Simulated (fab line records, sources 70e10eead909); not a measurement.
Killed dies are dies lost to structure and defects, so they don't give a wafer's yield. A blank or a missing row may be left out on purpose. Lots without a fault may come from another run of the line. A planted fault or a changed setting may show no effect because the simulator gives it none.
fab line records | flow nand_harc
record lots=24 wafers=72 last_day=33
route steps=1302 shown A_STAIRCASE@841 A_SGD_CUT@921 A_SLIT@937 A_WL_FILL@972
lots that met no fault: from a run of the same line without faults
start_h: hours from the record's first day to the start of the lot's first wafer shown | wait_h: hours since the lot's step before | " the same as in the row above | L1.1+2: a row that stands for several wafers | - no value, or no start given | * or withheld: withheld | < > ~ a bound
route shown NAME@n: a module of which the file shows steps, and the number in the route of the first | usual: mean/standard deviation of fault-free wafers | same: alike in all rows | chamber/n: place in a boat | sites: the reading at each site | _std_site: their standard deviation | _edge_site: outer sites' mean less inner sites' | radius_mm: how far each site lies from the wafer's centre | mask NAME#n: copy n | behind: the tool/chamber that last shaped the wafer | hold: why the lot was held/for how many hours/how that ended | device: the transistor (n, p or np) that didn't switch | end of line: the same wafers' tests at the end of the route | a step without rows: its recipe alone | killed: dies lost to structure and defects at the first sort, not the wafer's yield | map: a wafer's dies, x killed, . not, _ none there
set.NAME: the setting as run; set.NAME@STEP: as run at that earlier step | model.NAME: the simulator's own value behind a step, which no gauge read
steps of the route over a sample of lots; a table a step, a row a wafer
services: from which hour (start_h, from the record's first day; less than 0 if before it) a tool's chamber was out of use, for how many hours, and why
## steps
# step NHARC_A_STAIRCASE_ALD_415
# recipe target_thk_a=300 pulse_time_s=6 ald_cycles=300 temp_c=300 material=SiO2
# usual heater_power_w=484/48 precursor_pulse_height_rel=1.000/0.019
# columns lot.wafer tool chamber start_h wait_h heater_power_w precursor_pulse_height_rel
L075.1 ald_hk-02 2 393.20 0.1 489 0.978
L075.3 " 3 " " 480 0.977
L075.4 " 1 " " 474 1.002
L074.4 ald_hk-04 2 395.52 0.3 534 1.002
L074.1 " 3 " " 472 0.995
L074.2 " 0 " " 529 1.014
L076.2 ald_hk-02 1 410.19 0.1 470 1.008
L076.4 " 3 " " 481 0.996
L076.3 " 0 " " 388 0.986
L077.1 ald_hk-04 1 423.57 0.3 550 0.999
L077.5 " 0 " " 536 0.997
L077.6 " 1 " " 527 0.998
L078.3 ald_hk-03 2 425.09 0.1 407 1.014
L078.4 " 3 " " 418 0.994
L078.2 " 0 " " 492 1.023
L080.2 ald_hk-02 2 447.73 0.1 479 1.051
L080.1 " 0 " " 379 1.002
L080.5 " 2 " " 482 0.994
L079.3 ald_hk-03 1 448.98 0.1 417 0.998
L079.6 " 1 " " 421 0.988
L079.5 " 2 " " 417 0.987
L081.3 ald_hk-02 2 462.96 0.1 481 1.033
L081.4 " 1 " " 460 1.003
L081.5 " 2 " " 492 0.975
L082.2 ald_hk-02 1 468.08 0.5 465 0.978
L082.1 " 2 " " 483 0.997
L082.6 " 3 " " 488 1.034
L083.1 ald_hk-04 3 469.34 0.1 493 1.056
L083.4 " 0 " " 524 1.001
L083.5 " 3 " " 493 0.984
L085.1 ald_hk-04 1 485.05 0.5 558 1.001
L085.3 " 2 " " 546 1.015
L085.6 " 0 " " 521 0.991
L084.3 ald_hk-04 0 487.72 0.1 506 1.020
L084.2 " 2 " " 552 1.022
L084.6 " 1 " " 547 1.018
L086.3 ald_hk-04 3 506.19 0.1 496 1.031
L086.4 " 0 " " 527 0.994
L086.2 " 2 " " 538 0.998
L087.3 ald_hk-04 1 511.84 0.5 559 0.999
L087.2 " 2 " " 531 1.021
L087.6 " 3 " " 493 0.983
L088.4 ald_hk-03 1 532.01 0.1 440 1.006
L088.3 " 0 " " 483 0.983
L088.6 " 2 " " 420 0.991
L089.3 ald_hk-04 1 533.15 0.3 552 0.992
L089.6 " 0 " " 522 1.011
L089.5 " 1 " " 548 1.034
L090.1 ald_hk-04 3 561.19 0.1 485 0.991
L090.3 " 1 " " 546 1.050
L090.2 " 2 " " 544 1.000
L091.2 ald_hk-02 2 563.10 0.1 457 0.977
L091.3 " 3 " " 490 1.003
L091.6 " 3 " " 469 0.983
L093.2 ald_hk-02 3 571.88 0.1 468 0.988
L093.3 " 0 " " 405 1.001
L093.5 " 3 " " 468 1.036
L092.4 ald_hk-04 3 577.45 0.1 488 1.015
L092.3 " 2 " " 546 1.003
L092.5 " 0 " " 519 0.971
L095.3 ald_hk-02 0 590.98 0.8 394 1.028
L095.5 " 1 " " 459 1.000
L095.6 " 2 " " 460 0.965
L094.4 ald_hk-02 2 593.35 0.1 463 0.999
L094.3 " 3 " " 472 1.001
L094.1 " 0 " " 410 1.024
L096.1 ald_hk-04 0 603.02 0.1 525 0.989
L096.3 " 2 " " 537 0.979
L096.5 " 1 " " 557 0.978
L097.2 ald_hk-02 0 620.55 0.1 398 1.008
L097.3 " 1 " " 464 1.007
L097.4 " 2 " " 457 1.008
# step NHARC_A_STAIRCASE_STRIP_476
# recipe time_s=20 o2_flow_sccm=500 ar_flow_sccm=0 bias_w=0 chemistry=O2
# usual drypump_motor_current_A=5.94/0.29 oes_product_au=1.003/0.012 rf_vpp_V=57.8/0.96 showerhead_plenum_p_Torr=3.51/0.16 throttle_valve_pct=17.036/0.0093
# same bias_w=0
# columns lot.wafer tool chamber start_h wait_h drypump_motor_current_A oes_product_au rf_hours_counter_h rf_vpp_V showerhead_plenum_p_Torr throttle_valve_pct
L075.1 rie_diel-13 3 395.36 0.1 6.55 1.009 15 57.5 3.58 17.048
L075.3 " 0 " " 5.38 1.015 11 57.2 3.45 17.042
L075.4 " 1 " " 5.63 1.011 17 56.8 3.53 17.041
L074.4 rie_diel-03 2 397.47 0.1 6.10 0.993 19 57.5 3.29 17.034
L074.2 " 3 " " 5.79 1.022 21 58.5 3.62 17.035
L074.1 " 0 " " 5.95 0.999 22 58.0 3.50 17.032
L076.2 rie_diel-13 2 412.37 0.1 6.27 1.007 22 56.9 3.38 17.028
L076.4 " 3 " " 6.60 0.999 20 56.7 3.57 17.027
L076.3 " 0 " " 5.40 1.003 16 56.9 3.44 17.036
L077.1 rie_diel-02 0 425.52 0.1 5.62 0.991 7 57.1 3.38 17.041
L077.6 " 0 " " 5.64 0.984 - 58.7 3.38 17.027
L077.5 " 1 " " 6.11 1.000 - 58.4 3.75 17.032
L078.2 rie_diel-03 1 427.32 0.1 5.97 1.001 27 58.9 3.73 17.029
L078.3 " 2 " " 6.10 0.995 26 57.3 3.28 17.038
L078.4 " 3 " " 5.76 1.008 28 58.2 3.62 17.059
L079.3 rie_diel-03 0 451.17 0.1 5.97 1.004 33 58.1 3.49 17.041
L079.5 " 2 " " 6.11 0.999 - 56.6 3.28 17.040
L079.6 " 3 " " 5.78 1.009 - 57.5 3.61 17.030
L080.2 rie_diel-03 2 451.47 0.2 6.12 0.989 37 57.2 3.28 17.034
L080.1 " 0 " " 6.00 0.998 33 57.7 3.49 17.040
L080.5 " 3 " " 5.77 1.017 - 57.3 3.61 17.035
L081.3 rie_diel-13 3 465.36 0.2 6.55 1.010 41 57.4 3.56 17.034
L081.5 " 1 " " 5.64 0.998 - 58.2 3.52 17.024
L081.4 " 3 " " 6.57 1.004 - 57.8 3.56 17.034
L082.2 rie_diel-13 1 469.80 0.1 5.63 0.999 34 57.8 3.52 17.034
L082.1 " 2 " " 6.24 1.014 44 57.2 3.37 17.031
L082.6 " 3 " " 6.60 1.006 - 58.0 3.56 17.031
L083.1 rie_diel-13 2 471.55 0.1 6.27 1.019 44 57.9 3.37 17.019
L083.4 " 1 " " 5.65 0.995 - 58.9 3.52 17.051
L083.5 " 3 " " 6.56 1.002 - 57.6 3.56 17.032
L085.1 rie_diel-03 3 489.62 2.9 5.78 0.999 49 56.8 3.60 17.032
L085.3 " 2 " " 6.12 0.989 52 58.4 3.27 17.036
L085.6 " 0 " " 5.99 0.997 - 57.7 3.48 17.028
L084.2 rie_diel-02 2 489.88 0.1 5.57 1.002 19 57.6 3.32 17.030
L084.3 " 3 " " 5.68 1.014 21 57.9 3.40 17.039
L084.6 " 0 " " 5.65 1.002 - 58.3 3.37 17.032
L086.4 rie_diel-02 1 508.39 0.1 6.10 0.987 39 57.3 3.73 17.028
L086.3 " 2 " " 5.59 0.989 27 57.7 3.32 17.050
L086.2 " 3 " " 5.69 0.998 28 57.3 3.40 17.031
L087.2 rie_diel-02 1 513.55 0.1 6.09 0.992 40 57.9 3.73 17.031
L087.3 " 3 " " 5.72 1.004 30 58.5 3.40 17.046
L087.6 " 1 " " 6.08 0.993 - 56.0 3.73 17.042
L088.4 rie_diel-02 2 534.22 0.1 5.58 0.989 35 57.7 3.31 17.041
L088.3 " 3 " " 5.70 1.020 35 57.6 3.39 17.024
L088.6 " 2 " " 5.57 0.977 - 58.5 3.31 17.051
L089.3 rie_diel-03 0 535.13 0.1 5.96 1.016 7 57.2 3.48 17.035
L089.6 " 1 " " 5.95 1.011 - 57.2 3.70 17.037
L089.5 " 2 " " 6.12 1.012 - 57.8 3.81 17.050
L090.2 rie_diel-02 1 563.34 0.1 6.10 0.990 58 59.3 3.72 17.012
L090.3 " 2 " " 5.60 0.977 45 56.8 3.31 17.030
L090.1 " 3 " " 5.68 1.022 44 57.3 3.39 17.018
L091.2 rie_diel-13 3 565.26 0.1 6.56 1.002 13 59.2 3.55 17.032
L091.3 " 0 " " 5.39 1.005 12 58.7 3.42 17.047
L091.6 " 2 " " 6.21 1.020 - 58.1 3.35 17.032
L093.3 rie_diel-03 1 575.49 0.1 5.98 1.009 22 57.2 3.70 17.040
L093.2 " 3 " " 5.76 1.010 17 57.7 3.59 17.019
L093.5 " 0 " " 6.00 1.023 - 59.2 3.47 17.040
L092.4 rie_diel-03 0 579.68 0.1 5.97 1.010 23 57.6 3.47 17.036
L092.3 " 1 " " 5.98 1.010 24 58.5 3.69 17.026
L092.5 " 2 " " 6.11 1.010 - 57.0 3.80 17.026
L095.3 rie_diel-03 3 592.46 0.1 5.79 1.021 23 56.8 3.59 17.036
L095.5 " 0 " " 5.98 1.021 - 59.2 3.47 17.046
L095.6 " 1 " " 5.97 1.016 - 58.6 3.69 17.044
L094.4 rie_diel-03 0 595.51 0.1 5.97 1.010 28 57.2 3.47 17.027
L094.1 " 1 " " 5.94 1.012 28 60.0 3.69 17.039
L094.3 " 3 " " 5.78 1.014 24 57.9 3.59 17.029
L096.1 rie_diel-02 0 605.64 0.1 5.64 0.985 7 56.1 3.35 17.023
L096.3 " 3 " " 5.72 1.018 9 57.3 3.38 17.028
L096.5 " 0 " " 5.62 0.984 - 57.3 3.35 17.039
L097.3 rie_diel-02 2 622.71 0.1 5.61 0.982 14 57.9 3.30 17.044
L097.4 " 3 " " 5.65 1.004 13 57.4 3.38 17.039
L097.2 " 1 " " 6.10 0.993 14 57.8 3.71 17.052
# step NHARC_A_SGD_CUT_INSPECT_25
# usual raw_defect_count=360/77
# columns lot.wafer tool chamber start_h wait_h raw_defect_count
L074.1 defect_inspect-02 - 448.76 - 284
L074.2 " - " " 274
L074.4 " - " " 342
L075.1 defect_inspect-02 - 448.80 - 353
L075.3 " - " " 317
L075.4 " - " " 281
L076.2 defect_inspect-02 - 464.70 - 263
L076.3 " - " " 289
L076.4 " - " " 267
L078.2 defect_inspect-01 - 479.00 - 414
L078.3 " - " " 397
L078.4 " - " " 522
L077.1 defect_inspect-02 - 479.00 - 227
L077.5 " - " " 258
L077.6 " - " " 427
L080.1 defect_inspect-02 - 501.69 - 241
L080.2 " - " " 315
L080.5 " - " " 338
L079.3 defect_inspect-01 - 501.70 - 397
L079.5 " - " " 570
L079.6 " - " " 524
L083.1 defect_inspect-02 - 515.88 - 389
L083.4 " - " " 324
L083.5 " - " " 375
L081.3 defect_inspect-01 - 515.90 - 373
L081.4 " - " " 463
L081.5 " - " " 296
L082.1 defect_inspect-02 - 515.99 - 362
L082.2 " - " " 450
L082.6 " - " " 505
L085.1 defect_inspect-02 - 542.42 - 309
L085.3 " - " " 298
L085.6 " - " " 397
L084.2 defect_inspect-02 - 542.43 - 372
L084.3 " - " " 473
L084.6 " - " " 359
L086.2 defect_inspect-02 - 561.94 - 315
L086.3 " - " " 389
L086.4 " - " " 379
L087.2 defect_inspect-01 - 561.94 - 404
L087.3 " - " " 487
L087.6 " - " " 365
L089.3 defect_inspect-01 - 587.16 - 685
L089.5 " - " " 331
L089.6 " - " " 378
L088.3 defect_inspect-01 - 587.46 - 419
L088.4 " - " " 259
L088.6 " - " " 338
L091.2 defect_inspect-02 - 616.86 - 294
L091.3 " - " " 370
L091.6 " - " " 398
L090.1 defect_inspect-02 - 616.89 - 292
L090.2 " - " " 331
L090.3 " - " " 275
L093.2 defect_inspect-01 - 633.49 - 341
L093.3 " - " " 282
L093.5 " - " " 371
L092.3 defect_inspect-01 - 638.16 - 341
L092.4 " - " " 375
L092.5 " - " " 302
L095.3 defect_inspect-02 - 651.32 - 330
L095.5 " - " " 375
L095.6 " - " " 465
L094.1 defect_inspect-01 - 651.37 - 466
L094.3 " - " " 334
L094.4 " - " " 411
L096.1 defect_inspect-02 - 659.07 - 449
L096.3 " - " " 351
L096.5 " - " " 308
L097.2 defect_inspect-02 - 676.85 - 350
L097.3 " - " " 258
L097.4 " - " " 379
# step NHARC_A_SLIT_ETCH_24
# recipe target_depth_a=1210 time_s=60.5 cf4_flow_sccm=100 chf3_flow_sccm=30 ar_flow_sccm=0 rf_w=500 bias_w=200 chemistry=CF4/CHF3
# usual bias_w=200.0/0.64 drypump_motor_current_A=5.7/0.36 oes_product_au=0.968/0.017 rf_vpp_V=369.9/2.1 showerhead_plenum_p_Torr=1.55/0.058 throttle_valve_pct=16.802/0.01
# columns lot.wafer tool chamber start_h wait_h bias_w drypump_motor_current_A oes_product_au rf_hours_counter_h rf_vpp_V showerhead_plenum_p_Torr throttle_valve_pct
L074.1 rie_diel-12 3 454.87 0.1 199.8 6.1 0.981 0.0 369.3 1.49 16.811
L074.4 " 0 " " 198.5 5.9 0.955 0.0 369.1 1.51 16.813
L074.2 " 2 " " 199.5 5.6 0.961 0.0 368.5 1.49 16.797
L075.1 rie_diel-06 3 455.99 0.1 200.5 5.6 0.993 7.6 370.1 1.55 16.812
L075.3 " 0 " " 200.6 6.6 0.986 6.5 373.2 1.68 16.802
L075.4 " 1 " " 200.6 6.2 0.978 7.6 368.0 1.47 16.824
L076.3 rie_diel-08 3 469.65 0.1 200.1 5.5 0.971 4.4 370.9 1.53 16.805
L076.4 " 0 " " 199.7 5.1 0.966 4.0 372.5 1.62 16.803
L076.2 " 1 " " 200.0 5.4 0.991 4.0 368.9 1.51 16.801
L078.3 rie_diel-12 1 484.00 0.1 199.5 5.9 0.968 1.4 371.3 1.60 16.804
L078.2 " 3 " " 200.2 6.2 0.981 1.9 368.2 1.49 16.802
L078.4 " 1 " " 198.9 5.9 0.966 - 372.5 1.60 16.808
L077.1 rie_diel-08 1 484.17 0.1 198.1 5.4 0.965 5.2 368.7 1.51 16.795
L077.6 " 1 " " 199.5 5.4 0.957 - 368.2 1.51 16.812
L077.5 " 2 " " 199.9 5.8 0.977 - 372.0 1.60 16.803
L080.2 rie_diel-12 1 507.82 0.1 200.6 5.9 0.962 3.0 370.2 1.60 16.794
L080.1 " 3 " " 199.3 6.2 0.960 3.5 368.5 1.49 16.802
L080.5 " 0 " " 199.5 5.9 0.966 - 368.1 1.51 16.792
L079.3 rie_diel-08 2 507.95 0.1 200.6 5.8 0.971 7.5 371.8 1.60 16.807
L079.5 " 0 " " 199.6 5.1 0.985 - 371.0 1.62 16.793
L079.6 " 1 " " 199.2 5.4 0.983 - 369.0 1.51 16.789
L083.1 rie_diel-06 1 523.76 0.1 199.5 6.1 0.971 1.3 366.8 1.47 16.809
L083.4 " 2 " " 200.5 6.0 0.965 1.5 372.6 1.63 16.810
L083.5 " 1 " " 199.2 6.2 0.977 - 368.2 1.47 16.812
L081.4 rie_diel-12 2 525.32 0.1 199.9 5.6 0.943 1.8 368.1 1.49 16.811
L081.3 " 3 " " 199.3 6.2 0.988 4.6 366.5 1.49 16.793
L081.5 " 0 " " 200.6 5.9 0.986 - 368.4 1.51 16.810
L082.1 rie_diel-12 3 526.56 0.1 200.5 6.1 0.977 5.1 367.3 1.49 16.807
L082.2 " 1 " " 199.5 5.9 0.980 5.2 371.6 1.60 16.797
L082.6 " 2 " " 199.7 5.6 0.941 - 367.1 1.49 16.796
L085.1 rie_diel-06 3 549.26 0.1 200.4 5.6 0.950 3.1 370.5 1.55 16.800
L085.3 " 2 " " 199.4 6.0 0.977 2.9 372.1 1.63 16.813
L085.6 " 3 " " 200.9 5.6 0.946 - 370.7 1.55 16.787
L084.3 rie_diel-12 2 549.91 0.1 199.7 5.6 0.969 4.5 367.1 1.49 16.802
L084.2 " 0 " " 199.5 5.9 0.950 7.0 367.6 1.51 16.798
L084.6 " 2 " " 199.6 5.6 0.963 - 368.6 1.49 16.796
L086.4 rie_diel-08 3 573.47 0.1 200.6 5.4 0.977 1.0 369.2 1.52 16.814
L086.2 " 1 " " 199.8 5.4 0.969 0.8 368.0 1.51 16.801
L086.3 " 2 " " 199.4 5.8 0.973 0.7 371.8 1.60 16.808
L087.3 rie_diel-08 3 574.54 0.1 200.2 5.4 0.974 1.5 368.5 1.52 16.796
L087.2 " 0 " " 198.9 5.2 0.965 2.0 372.1 1.61 16.796
L087.6 " 1 " " 200.9 5.4 0.954 - 368.5 1.51 16.808
L089.3 rie_diel-12 3 593.66 0.1 199.0 6.2 0.979 9.4 366.7 1.49 16.798
L089.5 " 0 " " 199.6 5.9 0.974 - 368.5 1.51 16.805
L089.6 " 1 " " 200.3 5.9 0.958 - 371.1 1.60 16.795
L088.4 rie_diel-08 1 593.94 0.1 199.6 5.3 0.969 2.6 368.9 1.51 16.799
L088.3 " 0 " " 200.7 5.1 0.968 3.4 372.8 1.61 16.798
L088.6 " 2 " " 200.1 5.8 0.960 - 371.3 1.60 16.781
L091.2 rie_diel-08 0 622.04 0.1 199.9 5.1 0.973 6.3 371.4 1.61 16.799
L091.3 " 3 " " 199.5 5.5 0.963 5.8 370.4 1.52 16.802
L091.6 " 1 " " 200.4 5.4 0.977 - 368.2 1.51 16.807
L090.2 rie_diel-06 2 622.30 0.1 200.1 6.0 0.974 5.8 373.1 1.63 16.791
L090.3 " 3 " " 201.1 5.6 0.977 6.0 370.0 1.55 16.801
L090.1 " 0 " " 200.8 6.6 0.984 4.6 375.2 1.68 16.787
L093.3 rie_diel-06 1 639.12 0.1 199.8 6.2 1.005 7.7 368.5 1.47 16.808
L093.2 " 2 " " 199.4 6.0 0.991 7.1 371.2 1.63 16.794
L093.5 " 1 " " 199.9 6.2 1.000 - 366.4 1.47 16.793
L092.4 rie_diel-12 1 643.23 0.1 199.9 5.9 0.980 0.1 371.3 1.60 16.813
L092.3 " 0 " " 199.3 5.9 0.984 0.0 368.0 1.51 16.814
L092.5 " 2 " " 199.6 5.6 0.944 - 368.2 1.49 16.810
L095.3 rie_diel-12 2 656.47 0.1 201.5 5.6 0.914 1.1 367.9 1.49 16.811
L095.6 " 2 " " 200.8 5.6 0.907 - 368.2 1.49 16.804
L095.5 " 3 " " 199.8 6.2 0.942 - 367.3 1.49 16.806
L094.4 rie_diel-08 0 656.67 0.1 199.0 5.1 0.937 7.3 371.5 1.61 16.799
L094.1 " 1 " " 200.8 5.4 0.940 5.0 370.3 1.51 16.791
L094.3 " 3 " " 199.5 5.5 0.936 7.9 368.5 1.52 16.784
L096.1 rie_diel-08 0 665.68 0.1 200.3 5.2 0.981 9.2 372.1 1.61 16.808
L096.3 " 1 " " 199.5 5.4 0.982 6.1 367.2 1.51 16.796
L096.5 " 0 " " 199.4 5.1 0.978 - 372.0 1.61 16.784
L097.2 rie_diel-08 0 682.58 0.1 199.6 5.1 0.960 10.5 373.9 1.61 16.773
L097.3 " 1 " " 199.9 5.4 0.965 7.1 368.5 1.51 16.799
L097.4 " 0 " " 199.5 5.1 0.942 - 372.3 1.61 16.804
# step NHARC_A_SLIT_CD_MEAS_21
# usual cd_nm=288.8/0.92
# columns lot.wafer tool chamber start_h wait_h cd_nm
L074.1 cd_sem-02 - 461.13 - 286.9
L074.2 " - " " 289.6
L074.4 " - " " 288.0
L075.1 cd_sem-02 - 462.22 - 287.7
L075.3 " - " " 287.9
L075.4 " - " " 286.9
L076.2 cd_sem-03 - 475.87 - 288.2
L076.3 " - " " 290.3
L076.4 " - " " 288.8
L078.2 cd_sem-02 - 490.44 - 285.8
L078.3 " - " " 287.8
L078.4 " - " " 287.9
L077.1 cd_sem-01 - 490.50 - 288.7
L077.5 " - " " 289.0
L077.6 " - " " 288.2
L079.3 cd_sem-03 - 514.18 - 289.2
L079.5 " - " " 288.1
L079.6 " - " " 288.5
L080.1 cd_sem-01 - 515.31 - 289.9
L080.2 " - " " 290.2
L080.5 " - " " 290.2
L083.1 cd_sem-03 - 529.99 - 288.0
L083.4 " - " " 289.6
L083.5 " - " " 289.2
L081.3 cd_sem-01 - 531.55 - 289.6
L081.4 " - " " 289.7
L081.5 " - " " 289.4
L082.1 cd_sem-03 - 533.81 - 288.4
L082.2 " - " " 287.7
L082.6 " - " " 288.0
L085.1 cd_sem-03 - 555.73 - 289.0
L085.3 " - " " 290.2
L085.6 " - " " 288.0
L084.2 cd_sem-03 - 556.15 - 290.9
L084.3 " - " " 288.9
L084.6 " - " " 289.8
L086.2 cd_sem-03 - 580.99 - 289.7
L086.3 " - " " 290.0
L086.4 " - " " 289.4
L087.2 cd_sem-02 - 584.78 - 288.5
L087.3 " - " " 287.8
L087.6 " - " " 289.1
L089.3 cd_sem-02 - 599.82 - 287.5
L089.5 " - " " 288.5
L089.6 " - " " 288.9
L088.3 cd_sem-01 - 600.21 - 288.8
L088.4 " - " " 290.0
L088.6 " - " " 289.1
L091.2 cd_sem-01 - 628.26 - 289.5
L091.3 " - " " 289.5
L091.6 " - " " 289.1
L090.1 cd_sem-02 - 628.57 - 289.7
L090.2 " - " " 288.3
L090.3 " - " " 289.6
L093.2 cd_sem-01 - 645.35 - 290.6
L093.3 " - " " 288.1
L093.5 " - " " 289.7
L092.3 cd_sem-03 - 649.45 - 287.3
L092.4 " - " " 288.8
L092.5 " - " " 286.3
L095.3 cd_sem-01 - 662.62 - 289.4
L095.5 " - " " 288.9
L095.6 " - " " 288.7
L094.1 cd_sem-02 - 666.41 - 289.3
L094.3 " - " " 290.9
L094.4 " - " " 289.6
L096.1 cd_sem-02 - 674.38 - 289.3
L096.3 " - " " 289.4
L096.5 " - " " 290.3
L097.2 cd_sem-03 - 689.05 - 289.6
L097.3 " - " " 289.3
L097.4 " - " " 287.9
# step NHARC_A_WL_FILL_ETCHBACK_26
# recipe target_depth_a=520 time_s=13.3 hbr_flow_sccm=150 rf_w=350 icp_w=350 bias_w=60 chemistry=HBr
# usual bias_w=59.99/0.17 drypump_motor_current_A=5.7/0.48 oes_product_au=0.996/0.015 throttle_valve_pct=23.267/0.0083
# columns lot.wafer tool chamber start_h wait_h bias_w drypump_motor_current_A oes_product_au rf_hours_counter_h throttle_valve_pct
L074.1 rie_si-01 2 484.67 0.4 60.11 6.3 1.026 0.5 23.258
L074.2 " 0 " " 59.99 5.8 0.997 0.7 23.267
L074.4 " 1 " " 60.27 6.0 0.986 0.7 23.279
L075.1 rie_si-02 1 484.67 0.4 59.93 5.5 0.983 0.4 23.273
L075.3 " 3 " " 60.15 5.0 0.984 0.4 23.263
L075.4 " 3 " " 60.33 5.0 0.985 - 23.264
L076.2 rie_si-02 3 499.90 0.4 59.88 5.1 0.989 0.4 23.258
L076.3 " 1 " " 59.84 5.5 0.991 0.4 23.263
L076.4 " 3 " " 59.92 5.0 0.992 - 23.266
L078.3 rie_si-02 2 514.30 0.4 60.23 5.8 0.967 0.5 23.267
L078.2 " 3 " " 59.83 5.1 0.978 0.5 23.265
L078.4 " 3 " " 59.81 5.1 0.983 - 23.271
L077.1 rie_si-05 0 514.31 0.4 59.94 5.9 1.010 0.1 23.255
L077.5 " 2 " " 59.89 5.0 0.993 - 23.275
L077.6 " 3 " " 60.13 6.7 1.006 - 23.251
L080.2 rie_si-02 3 537.43 0.4 59.96 5.1 0.990 0.7 23.266
L080.1 " 0 " " 59.59 5.7 1.002 0 23.268
L080.5 " 3 " " 60.16 5.1 0.975 - 23.264
L079.3 rie_si-01 1 537.43 0.4 60.00 6.0 0.992 1.1 23.275
L079.5 " 0 " " 60.22 5.8 0.995 - 23.264
L079.6 " 1 " " 59.58 6.0 0.990 - 23.273
L083.4 rie_si-05 0 553.34 0.4 59.94 5.9 0.998 0.4 23.257
L083.1 " 1 " " 59.77 5.6 1.014 0.4 23.264
L083.5 " 3 " " 59.93 6.7 0.992 - 23.271
L081.3 rie_si-02 3 553.34 0.4 59.97 5.1 0.998 0.8 23.268
L081.4 " 0 " " 59.99 5.7 1.006 0.1 23.266
L081.5 " 1 " " 59.91 5.5 0.980 - 23.256
L082.2 rie_si-01 0 557.74 0.4 60.11 5.8 1.020 0 23.261
L082.1 " 2 " " 59.95 6.2 1.001 0 23.267
L082.6 " 0 " " 59.90 5.8 1.015 - 23.270
L085.1 rie_si-05 3 579.43 0.4 60.10 6.7 1.000 0.7 23.258
L085.3 " 0 " " 59.92 5.9 1.000 0.6 23.259
L085.6 " 3 " " 59.85 6.7 0.990 - 23.266
L084.3 rie_si-01 2 579.45 0.4 60.26 6.3 0.991 0.1 23.284
L084.2 " 3 " " 59.94 6.1 1.014 0.1 23.268
L084.6 " 2 " " 60.24 6.3 1.001 - 23.273
L087.3 rie_si-02 3 608.37 0.4 59.87 5.1 0.978 1.1 23.265
L087.2 " 2 " " 59.79 5.8 0.969 1.1 23.271
L087.6 " 3 " " 59.71 5.1 0.983 - 23.269
L086.4 rie_si-01 2 608.38 0.4 59.96 6.3 1.005 0.3 23.261
L086.2 " 3 " " 59.97 6.1 1.004 0.3 23.259
L086.3 " 1 " " 60.00 6.0 1.002 0.3 23.261
L089.3 rie_si-02 2 624.22 0.4 60.06 5.8 0.975 1.1 23.263
L089.6 " 0 " " 59.98 5.7 1.019 - 23.269
L089.5 " 1 " " 60.04 5.5 0.993 - 23.255
L088.3 rie_si-02 2 627.29 0.4 59.93 5.8 0.974 1.1 23.266
L088.4 " 1 " " 60.39 5.5 0.993 1.2 23.266
L088.6 " 3 " " 59.87 5.1 0.981 - 23.269
L090.1 rie_si-02 2 651.93 0.4 59.97 5.7 0.996 0.1 23.273
L090.3 " 3 " " 59.87 5.1 0.997 0.1 23.277
L090.2 " 0 " " 60.08 5.7 0.983 0.1 23.284
L091.2 rie_si-05 2 651.94 0.4 60.29 5.0 0.996 1.2 23.277
L091.3 " 3 " " 60.01 6.7 1.005 1.2 23.281
L091.6 " 1 " " 60.09 5.6 1.025 - 23.263
L093.3 rie_si-05 1 669.18 0.4 59.91 5.6 0.994 0 23.284
L093.2 " 2 " " 59.95 5.0 0.971 0 23.260
L093.5 " 2 " " 59.99 5.0 0.982 - 23.270
L092.4 rie_si-05 2 673.30 0.4 59.96 5.0 0.981 0.0 23.261
L092.3 " 0 " " 59.86 5.9 1.012 0.0 23.282
L092.5 " 2 " " 60.00 5.0 0.987 - 23.284
L094.3 rie_si-05 3 688.59 0.4 60.13 6.7 1.009 0.1 23.275
L094.4 " 1 " " 59.75 5.6 0.998 0.1 23.269
L094.1 " 2 " " 60.04 5.0 0.986 0.1 23.269
L095.3 rie_si-02 3 688.62 0.4 60.13 5.1 1.003 0.4 23.265
L095.5 " 1 " " 59.85 5.5 1.015 - 23.262
L095.6 " 2 " " 59.83 5.8 0.997 - 23.266
L096.3 rie_si-05 0 702.09 0.4 60.00 5.9 0.999 0.1 23.273
L096.1 " 1 " " 60.10 5.6 1.001 0.1 23.262
L096.5 " 1 " " 59.63 5.6 0.986 - 23.264
L097.4 rie_si-01 0 715.10 0.4 59.79 5.7 1.033 1.0 23.265
L097.3 " 1 " " 59.71 6.0 0.998 0.8 23.269
L097.2 " 3 " " 60.11 6.1 1.007 1.0 23.273
## services
# columns tool chamber start_h hours kind
rie_diel-08 2 381.85 6.3 repair
rie_diel-03 3 381.88 5.0 repair
rie_diel-03 0 407.06 7.3 repair
rie_si-02 0 416.31 116.6 repair
rie_diel-03 - 439.30 0.3 repair
rie_diel-12 - 445.40 9.0 pm
rie_si-02 - 454.06 9.0 pm
rie_diel-12 2 480.76 34.4 repair
rie_si-02 - 507.48 0.4 repair
rie_diel-12 3 512.03 5.4 repair
rie_diel-08 1 515.01 1.2 repair
rie_diel-03 - 515.03 9.0 pm
ald_hk-02 - 526.05 10.0 pm
rie_diel-08 - 545.27 9.0 pm
rie_diel-08 1 601.31 15.1 repair
ald_hk-04 - 611.48 10.0 pm
rie_diel-12 - 622.40 9.0 pm
rie_si-02 - 631.06 9.0 pm
rie_diel-08 0 635.84 4.7 repair
rie_diel-08 3 669.66 14.6 repair
ald_hk-02 - 671.26 0.5 repair
rie_diel-03 - 692.03 9.0 pm
ald_hk-02 - 704.05 10.0 pm
rie_diel-08 2 708.62 8.6 repair
## key
fault none
